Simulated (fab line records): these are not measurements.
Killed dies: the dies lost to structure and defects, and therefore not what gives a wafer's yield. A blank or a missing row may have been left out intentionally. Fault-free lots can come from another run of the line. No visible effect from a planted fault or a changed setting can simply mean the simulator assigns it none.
Matching of chambers	flow n5 finfet	rie diel-03 running N5_BEOL_M9_STRIP_36: 4 sister chambers
The step strips in N2/H2. 4 wafers are shown with their chamber, then 7 later ones without.

EACH WAFER AND ITS CHAMBER
wafer	chamber	showerhead plenum p Torr (Torr)
L084.5	2	2.52
L086.5	1	2.32
L088.1	0	2.49
L088.2	3	2.50

WAFERS MISSING THEIR CHAMBER
wafer	showerhead plenum p Torr (Torr)
L088.5	2.50
L089.1	2.49
L089.2	2.50
L089.5	2.51
L095.2	2.51
L095.5	2.51
L095.6	2.49

EACH ONE'S CHAMBER
wafer	from the rows above	in truth
L088.5	can't be placed: 3 or 0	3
L089.1	can't be placed: 0 or 3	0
L089.2	can't be placed: 3 or 0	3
L089.5	can't be placed: 3 or 2 or 0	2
L095.2	can't be placed: 3 or 2 or 0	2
L095.5	can't be placed: 3 or 2 or 0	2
L095.6	can't be placed: 0 or 3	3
Placed correctly: 0 of 7. Not placeable from these rows: 7 (in 7, the candidates include the true chamber). Placed wrongly: 0.
How it was worked out, from the rows above alone: a wafer's distance from a chamber is the root of the sum, over the readings, of the square of ((its reading less the chamber's mean) divided by the reading's scatter). If the next closest chamber is less than 2 further off than the closest, the wafer can't be placed; otherwise it belongs to the closest. The mean given for a chamber averages the wafers shown for that chamber. The scatter (one wafer shown for each chamber): square how far every hidden wafer sits from the nearest shown wafer, average those squares and take the square root.
